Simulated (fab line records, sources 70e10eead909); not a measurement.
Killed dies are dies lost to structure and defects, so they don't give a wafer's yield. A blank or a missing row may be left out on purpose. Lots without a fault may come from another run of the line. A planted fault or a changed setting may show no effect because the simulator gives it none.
Which tool did it? | flow nand_harc | 24 lots, 72 wafers sampled, at 6 steps of a route of 1159

WHAT THE GAUGES READ, wafer by wafer
The record holds no reading of a measuring or inspecting step that can be judged against a usual standard deviation.

WHICH TOOL RAN EACH LOT (tool, then ch and the chambers of the sampled wafers, then the start)
lot  | NHARC_A_STAIRCASE_ETCH_23                     | NHARC_A_STAIRCASE_ETCH_192                    | NHARC_A_STAIRCASE_ETCH_203                    | NHARC_A_STAIRCASE_STRIP_205          | NHARC_A_STAIRCASE_DESCUM_219       | NHARC_A_STAIRCASE_ETCH_232
L074 | rie_diel-07 ch 0,1,3, day 11 04:53 or earlier | rie_diel-07 ch 0,2,3, day 11 04:53 or earlier | rie_diel-07 ch 2,3, day 11 04:53 or earlier   | plasma_asher-01 ch 0,1, day 11 04:53 | rie_diel-07 ch 0,2,3, day 11 06:28 | rie_diel-12 ch 0,2, no start
L076 | rie_diel-12 ch 0,2, day 11 12:54 or earlier   | rie_diel-11 ch 1,2,3, day 11 12:54 or earlier | rie_diel-12 ch 0,3, day 11 12:54 or earlier   | plasma_asher-02 ch 0,1, day 11 12:54 | rie_diel-07 ch 0,2, day 11 14:15   | rie_diel-07 ch 2,3, no start
L075 | rie_diel-11 ch 2,3, day 11 13:36 or earlier   | rie_diel-07 ch 1,2,3, day 11 13:36 or earlier | rie_diel-11 ch 1,2,3, day 11 13:36 or earlier | plasma_asher-01 ch 0,1, day 11 13:36 | rie_diel-11 ch 1,2, day 11 15:09   | rie_diel-11 ch 1,3, no start
L077 | rie_diel-07 ch 0,3, day 12 00:29 or earlier   | rie_diel-07 ch 1,2, day 12 00:29 or earlier   | rie_diel-11 ch 1,2, day 12 00:29 or earlier   | plasma_asher-02 ch 0,1, day 12 00:29 | rie_diel-07 ch 1,2, day 12 01:52   | rie_diel-07 ch 2,3, no start
L078 | rie_diel-12 ch 0,2, day 12 02:32 or earlier   | rie_diel-07 ch 1,3, day 12 02:32 or earlier   | rie_diel-12 ch 0,1,3, day 12 02:32 or earlier | plasma_asher-01 ch 0, day 12 02:32   | rie_diel-07 ch 1,2, day 12 04:00   | rie_diel-07 ch 0,2,3, no start
L079 | rie_diel-12 ch 0,2,3, day 12 06:10 or earlier | rie_diel-12 ch 1,2,3, day 12 06:10 or earlier | rie_diel-11 ch 0,2,3, day 12 06:10 or earlier | plasma_asher-01 ch 0,1, day 12 06:10 | rie_diel-12 ch 0,1,2, day 12 07:38 | rie_diel-12 ch 0,2,3, no start
L082 | rie_diel-11 ch 0,1,2, day 12 21:00 or earlier | rie_diel-07 ch 1,2,3, day 12 21:00 or earlier | rie_diel-12 ch 0,1,2, day 12 21:00 or earlier | plasma_asher-02 ch 0,1, day 12 21:00 | rie_diel-07 ch 2,3, day 12 22:26   | rie_diel-12 ch 2,3, no start
L080 | rie_diel-12 ch 1,2,3, day 12 21:15 or earlier | rie_diel-07 ch 2,3, day 12 21:15 or earlier   | rie_diel-07 ch 1,2, day 12 21:15 or earlier   | plasma_asher-02 ch 0,1, day 12 21:15 | rie_diel-11 ch 0,1,2, day 12 23:46 | rie_diel-11 ch 1,3, no start
L083 | rie_diel-11 ch 1,3, day 13 08:15 or earlier   | rie_diel-12 ch 0,1, day 13 08:15 or earlier   | rie_diel-12 ch 0,1,3, day 13 08:15 or earlier | plasma_asher-01 ch 0,1, day 13 08:15 | rie_diel-12 ch 0,2, day 13 09:35   | rie_diel-12 ch 1,2, no start
L081 | rie_diel-11 ch 0,3, day 13 08:27 or earlier   | rie_diel-11 ch 0,1,3, day 13 08:27 or earlier | rie_diel-07 ch 0,2,3, day 13 08:27 or earlier | plasma_asher-02 ch 0,1, day 13 08:27 | rie_diel-11 ch 0,2,3, day 13 09:53 | rie_diel-07 ch 0,1,2, no start
L084 | rie_diel-11 ch 1,2,3, day 13 18:45 or earlier | rie_diel-12 ch 1,2, day 13 18:45 or earlier   | rie_diel-12 ch 0,1,2, day 13 18:45 or earlier | plasma_asher-02 ch 0,1, day 13 18:45 | rie_diel-07 ch 0,2, day 13 20:05   | rie_diel-11 ch 0,1,2, no start
L086 | rie_diel-12 ch 0,1,2, day 14 07:17 or earlier | rie_diel-11 ch 0,1,2, day 14 07:17 or earlier | rie_diel-12 ch 1,2,3, day 14 07:17 or earlier | plasma_asher-01 ch 0,1, day 14 07:17 | rie_diel-12 ch 0,1,3, day 14 08:46 | rie_diel-12 ch 0,2,3, no start
L087 | rie_diel-07 ch 1,3, day 14 07:41 or earlier   | rie_diel-11 ch 2,3, day 14 07:41 or earlier   | rie_diel-07 ch 0,2,3, day 14 07:41 or earlier | plasma_asher-02 ch 0,1, day 14 07:41 | rie_diel-12 ch 0,1,2, day 14 09:10 | rie_diel-12 ch 0,2, no start
L085 | rie_diel-12 ch 0,3, day 14 10:16 or earlier   | rie_diel-12 ch 1,3, day 14 10:16 or earlier   | rie_diel-12 ch 0,1,2, day 14 10:16 or earlier | plasma_asher-01 ch 0,1, day 14 10:16 | rie_diel-07 ch 0,1, day 14 11:44   | rie_diel-07 ch 1,2, no start
L088 | rie_diel-11 ch 0,2, day 14 18:31 or earlier   | rie_diel-07 ch 1,3, day 14 18:31 or earlier   | rie_diel-11 ch 0,2,3, day 14 18:31 or earlier | plasma_asher-01 ch 0,1, day 14 18:31 | rie_diel-12 ch 0,1,3, day 14 20:05 | rie_diel-12 ch 1,3, no start
L089 | rie_diel-12 ch 0,3, day 14 18:30 or earlier   | rie_diel-12 ch 0,1,2, day 14 18:30 or earlier | rie_diel-12 ch 2,3, day 14 18:30 or earlier   | plasma_asher-02 ch 0,1, day 14 18:30 | rie_diel-11 ch 0,1,2, day 14 19:54 | rie_diel-11 ch 0,3, no start
L090 | rie_diel-07 ch 0,2, day 15 01:32 or earlier   | rie_diel-11 ch 0,1, day 15 01:32 or earlier   | rie_diel-12 ch 0,1, day 15 01:32 or earlier   | plasma_asher-02 ch 1, day 15 01:32   | rie_diel-07 ch 1,2,3, day 15 03:01 | rie_diel-11 ch 1,3, no start
L091 | rie_diel-11 ch 0,1,2, day 15 07:43 or earlier | rie_diel-11 ch 0,2,3, day 15 07:43 or earlier | rie_diel-07 ch 2,3, day 15 07:43 or earlier   | plasma_asher-01 ch 0,1, day 15 07:43 | rie_diel-11 ch 0,1,2, day 15 09:09 | rie_diel-12 ch 0,1,2, no start
L094 | rie_diel-11 ch 0,2, day 15 15:38 or earlier   | rie_diel-12 ch 0,1, day 15 15:38 or earlier   | rie_diel-11 ch 1,2, day 15 15:38 or earlier   | plasma_asher-01 ch 0,1, day 15 15:38 | rie_diel-11 ch 0,2,3, day 15 16:59 | rie_diel-07 ch 0,1, no start
L092 | rie_diel-12 ch 1,2,3, day 16 02:41 or earlier | rie_diel-11 ch 2,3, day 16 02:41 or earlier   | rie_diel-07 ch 1,2,3, day 16 02:41 or earlier | plasma_asher-01 ch 1, day 16 02:41   | rie_diel-12 ch 1,2, day 16 04:10   | rie_diel-12 ch 0,1, no start
L095 | rie_diel-07 ch 0,1,3, day 16 03:03 or earlier | rie_diel-07 ch 1,2,3, day 16 03:03 or earlier | rie_diel-07 ch 0,2,3, day 16 03:03 or earlier | plasma_asher-01 ch 0,1, day 16 03:03 | rie_diel-12 ch 0,1,3, day 16 04:41 | rie_diel-07 ch 1,2,3, no start
L093 | rie_diel-12 ch 1,2,3, day 16 07:56 or earlier | rie_diel-12 ch 0,2,3, day 16 07:56 or earlier | rie_diel-07 ch 1,2,3, day 16 07:56 or earlier | plasma_asher-01 ch 0,1, day 16 07:56 | rie_diel-12 ch 2,3, day 16 09:19   | rie_diel-07 ch 0,1, no start
L096 | rie_diel-12 ch 0,2,3, day 16 15:54 or earlier | rie_diel-12 ch 0,1,3, day 16 15:54 or earlier | rie_diel-07 ch 0,1,2, day 16 15:54 or earlier | plasma_asher-02 ch 0,1, day 16 15:54 | rie_diel-11 ch 0,1,2, day 16 17:47 | rie_diel-11 ch 0,2,3, no start
L097 | rie_diel-11 ch 0,1,3, day 17 12:43 or earlier | rie_diel-11 ch 0,1,3, day 17 12:43 or earlier | rie_diel-07 ch 1,2, day 17 12:43 or earlier   | plasma_asher-01 ch 0,1, day 17 12:43 | rie_diel-07 ch 1,2, day 17 14:08   | rie_diel-07 ch 0,1, no start
- NHARC_A_STAIRCASE_ETCH_23: etches the open film in C4F8/O2, target depth 100 nm, time 40.5 s.
- NHARC_A_STAIRCASE_ETCH_192: etches the open film in C4F8/O2, target depth 100 nm, time 40.5 s.
- NHARC_A_STAIRCASE_ETCH_203: etches the open film in C4F8/O2, target depth 100 nm, time 40.5 s.
- NHARC_A_STAIRCASE_STRIP_205: strips in O2.
- NHARC_A_STAIRCASE_DESCUM_219: chemistry O2, time 3 s.
- NHARC_A_STAIRCASE_ETCH_232: etches the open film in C4F8/O2, target depth 100 nm, time 40.5 s.

WHAT THE TOOLS THEMSELVES READ (means of the sampled wafers that have a number; where no wafer has one, the mark that the record gives instead)
NHARC_A_STAIRCASE_ETCH_23.
lot  | tool        | oes_product_au (a.u.) | rf_vpp_V (V)
L074 | rie_diel-07 | 0.947                 | 897
L076 | rie_diel-12 | 0.959                 | 897
L075 | rie_diel-11 | 0.941                 | 895
L077 | rie_diel-07 | 0.953                 | 900
L078 | rie_diel-12 | 0.953                 | 901
L079 | rie_diel-12 | 0.943                 | 898
L082 | rie_diel-11 | 0.968                 | 896
L080 | rie_diel-12 | 0.948                 | 901
L083 | rie_diel-11 | 0.935                 | 900
L081 | rie_diel-11 | 0.940                 | 897
L084 | rie_diel-11 | 0.945                 | 895
L086 | rie_diel-12 | 0.942                 | 900
L087 | rie_diel-07 | 0.939                 | 901
L085 | rie_diel-12 | 0.955                 | 898
L088 | rie_diel-11 | 0.955                 | 894
L089 | rie_diel-12 | 0.944                 | 897
L090 | rie_diel-07 | 0.946                 | 897
L091 | rie_diel-11 | 0.933                 | 895
L094 | rie_diel-11 | 0.945                 | 890
L092 | rie_diel-12 | 0.935                 | 900
L095 | rie_diel-07 | 0.952                 | 895
L093 | rie_diel-12 | 0.934                 | 901
L096 | rie_diel-12 | 0.940                 | 899
L097 | rie_diel-11 | 0.957                 | 899

NHARC_A_STAIRCASE_ETCH_192.
lot  | tool        | oes_product_au (a.u.) | rf_vpp_V (V)
L074 | rie_diel-07 | 0.945                 | 900
L076 | rie_diel-11 | 0.933                 | 896
L075 | rie_diel-07 | 0.953                 | 901
L077 | rie_diel-07 | 0.950                 | 899
L078 | rie_diel-07 | 0.942                 | 896
L079 | rie_diel-12 | 0.944                 | 900
L082 | rie_diel-07 | 0.946                 | 899
L080 | rie_diel-07 | 0.936                 | 903
L083 | rie_diel-12 | 0.947                 | 898
L081 | rie_diel-11 | 0.946                 | 900
L084 | rie_diel-12 | 0.934                 | 900
L086 | rie_diel-11 | 0.938                 | 894
L087 | rie_diel-11 | 0.940                 | 891
L085 | rie_diel-12 | 0.945                 | 900
L088 | rie_diel-07 | 0.944                 | 900
L089 | rie_diel-12 | 0.935                 | 899
L090 | rie_diel-11 | 0.947                 | 898
L091 | rie_diel-11 | 0.961                 | 894
L094 | rie_diel-12 | 0.951                 | 897
L092 | rie_diel-11 | 0.944                 | 891
L095 | rie_diel-07 | 0.937                 | 899
L093 | rie_diel-12 | 0.935                 | 898
L096 | rie_diel-12 | 0.947                 | 897
L097 | rie_diel-11 | 0.943                 | 898

NHARC_A_STAIRCASE_ETCH_203.
lot  | tool        | oes_product_au (a.u.) | rf_vpp_V (V)
L074 | rie_diel-07 | 0.945                 | 904
L076 | rie_diel-12 | 0.964                 | 899
L075 | rie_diel-11 | 0.947                 | 896
L077 | rie_diel-11 | 0.941                 | 897
L078 | rie_diel-12 | 0.962                 | 899
L079 | rie_diel-11 | 0.950                 | 894
L082 | rie_diel-12 | 0.953                 | 898
L080 | rie_diel-07 | 0.942                 | 898
L083 | rie_diel-12 | 0.950                 | 899
L081 | rie_diel-07 | 0.940                 | 900
L084 | rie_diel-12 | 0.952                 | 898
L086 | rie_diel-12 | 0.949                 | 901
L087 | rie_diel-07 | 0.944                 | 899
L085 | rie_diel-12 | 0.932                 | 898
L088 | rie_diel-11 | 0.944                 | 895
L089 | rie_diel-12 | 0.955                 | 900
L090 | rie_diel-12 | 0.948                 | 899
L091 | rie_diel-07 | 0.948                 | 904
L094 | rie_diel-11 | 0.943                 | 896
L092 | rie_diel-07 | 0.945                 | 899
L095 | rie_diel-07 | 0.935                 | 899
L093 | rie_diel-07 | 0.943                 | 899
L096 | rie_diel-07 | 0.948                 | 895
L097 | rie_diel-07 | 0.942                 | 895

NHARC_A_STAIRCASE_STRIP_205.
lot  | tool            | drypump_motor_current_A (A) | heater_power_w (W)
L074 | plasma_asher-01 | 5.4                         | 331
L076 | plasma_asher-02 | 6.2                         | 295
L075 | plasma_asher-01 | 5.5                         | 330
L077 | plasma_asher-02 | 6.2                         | 273
L078 | plasma_asher-01 | 5.2                         | 322
L079 | plasma_asher-01 | 5.7                         | 337
L082 | plasma_asher-02 | 6.2                         | 268
L080 | plasma_asher-02 | 6.2                         | 274
L083 | plasma_asher-01 | 5.5                         | 337
L081 | plasma_asher-02 | 6.2                         | 291
L084 | plasma_asher-02 | 6.2                         | 274
L086 | plasma_asher-01 | 5.7                         | 338
L087 | plasma_asher-02 | 6.2                         | 292
L085 | plasma_asher-01 | 5.5                         | 330
L088 | plasma_asher-01 | 5.7                         | 336
L089 | plasma_asher-02 | 6.2                         | 293
L090 | plasma_asher-02 | 6.2                         | 251
L091 | plasma_asher-01 | 5.5                         | 332
L094 | plasma_asher-01 | 5.7                         | 342
L092 | plasma_asher-01 | 5.9                         | 347
L095 | plasma_asher-01 | 5.5                         | 334
L093 | plasma_asher-01 | 5.5                         | 332
L096 | plasma_asher-02 | 6.2                         | 301
L097 | plasma_asher-01 | 5.5                         | 337

NHARC_A_STAIRCASE_DESCUM_219.
lot  | tool        | drypump_motor_current_A (A) | o2_flow_sccm (sccm) | oes_product_au (a.u.) | rf_vpp_V (V) | showerhead_plenum_p_Torr (Torr) | throttle_valve_pct (%)
L074 | rie_diel-07 | 6.0                         | 199.9               | 1.007                 | 58.8         | 1.97                            | 11.307
L076 | rie_diel-07 | 6.5                         | 199.9               | 1.003                 | 57.6         | 1.90                            | 11.318
L075 | rie_diel-11 | 5.5                         | 201.1               | 0.994                 | 57.1         | 1.93                            | 11.307
L077 | rie_diel-07 | 5.2                         | 200.7               | 1.010                 | 57.9         | 1.91                            | 11.317
L078 | rie_diel-07 | 5.5                         | 200.0               | 1.008                 | 58.0         | 1.96                            | 11.320
L079 | rie_diel-12 | 5.9                         | 200.5               | 1.004                 | 57.8         | 1.96                            | 11.315
L082 | rie_diel-07 | 5.8                         | 200.4               | 1.004                 | 58.8         | 2.02                            | 11.312
L080 | rie_diel-11 | 5.6                         | 199.6               | 1.002                 | 58.0         | 1.91                            | 11.313
L083 | rie_diel-12 | 5.9                         | 200.1               | 1.011                 | 57.4         | 1.94                            | 11.317
L081 | rie_diel-11 | 6.0                         | 199.8               | 1.010                 | 57.9         | 1.89                            | 11.314
L084 | rie_diel-07 | 6.5                         | 199.6               | 0.994                 | 58.1         | 1.89                            | 11.312
L086 | rie_diel-12 | 5.8                         | 199.2               | 1.004                 | 58.2         | 1.94                            | 11.314
L087 | rie_diel-12 | 5.9                         | 200.4               | 0.997                 | 58.0         | 1.96                            | 11.306
L085 | rie_diel-07 | 6.1                         | 199.8               | 0.995                 | 57.6         | 1.84                            | 11.314
L088 | rie_diel-12 | 5.9                         | 200.6               | 1.003                 | 57.3         | 1.94                            | 11.316
L089 | rie_diel-11 | 5.6                         | 200.3               | 0.995                 | 56.5         | 1.90                            | 11.307
L090 | rie_diel-07 | 5.4                         | 200.0               | 0.993                 | 58.2         | 1.97                            | 11.317
L091 | rie_diel-11 | 5.6                         | 200.0               | 1.008                 | 57.5         | 1.90                            | 11.312
L094 | rie_diel-11 | 6.0                         | 200.3               | 0.998                 | 57.5         | 1.89                            | 11.311
L092 | rie_diel-12 | 6.0                         | 200.1               | 0.997                 | 57.8         | 1.98                            | 11.308
L095 | rie_diel-12 | 5.9                         | 200.2               | 1.005                 | 57.6         | 1.94                            | 11.308
L093 | rie_diel-12 | 6.1                         | 200.0               | 0.995                 | 58.4         | 1.99                            | 11.302
L096 | rie_diel-11 | 5.6                         | 200.3               | 0.996                 | 57.5         | 2.00                            | 11.303
L097 | rie_diel-07 | 5.5                         | 199.5               | 1.006                 | 58.1         | 1.94                            | 11.300

NHARC_A_STAIRCASE_ETCH_232.
lot  | tool        | oes_product_au (a.u.) | rf_vpp_V (V)
L074 | rie_diel-12 | 0.954                 | 898
L076 | rie_diel-07 | 0.945                 | 903
L075 | rie_diel-11 | 0.950                 | 901
L077 | rie_diel-07 | 0.947                 | 904
L078 | rie_diel-07 | 0.944                 | 900
L079 | rie_diel-12 | 0.949                 | 900
L082 | rie_diel-12 | 0.945                 | 900
L080 | rie_diel-11 | 0.940                 | 900
L083 | rie_diel-12 | 0.948                 | 901
L081 | rie_diel-07 | 0.942                 | 895
L084 | rie_diel-11 | 0.937                 | 895
L086 | rie_diel-12 | 0.937                 | 898
L087 | rie_diel-12 | 0.934                 | 897
L085 | rie_diel-07 | 0.931                 | 898
L088 | rie_diel-12 | 0.951                 | 900
L089 | rie_diel-11 | 0.946                 | 898
L090 | rie_diel-11 | 0.950                 | 900
L091 | rie_diel-12 | 0.958                 | 898
L094 | rie_diel-07 | 0.959                 | 892
L092 | rie_diel-12 | 0.962                 | 896
L095 | rie_diel-07 | 0.964                 | 899
L093 | rie_diel-07 | 0.945                 | 891
L096 | rie_diel-11 | 0.950                 | 901
L097 | rie_diel-07 | 0.937                 | 891

THE ANSWER, worked out from the rows above alone
Rule: what is usual is taken from the lots themselves. Put in order of their means at a reading, lots are off if they are a third of the lots or fewer, leave a main group of 4 or more, and stand apart from it by a gap of 3 or more times the standard deviation of the main group's means; of several such gaps the widest counts. A main group whose means are all the same, to the digits that the tables above print for the reading, isn't used. A lot without any number at a reading at which 4 lots or more have one is off too. The other lots that the step has rows for count as sound. The gauges are gone through in route order, then the tools' own readings, and for those a lot's mean is taken as printed above. The first step at which some lot is off is used, and at that step the reading that is off furthest; a lot without a number counts as furthest.
No lot is off at any reading shown: from this, nothing can be told.

WHAT THE SIMULATOR HAD PUT IN
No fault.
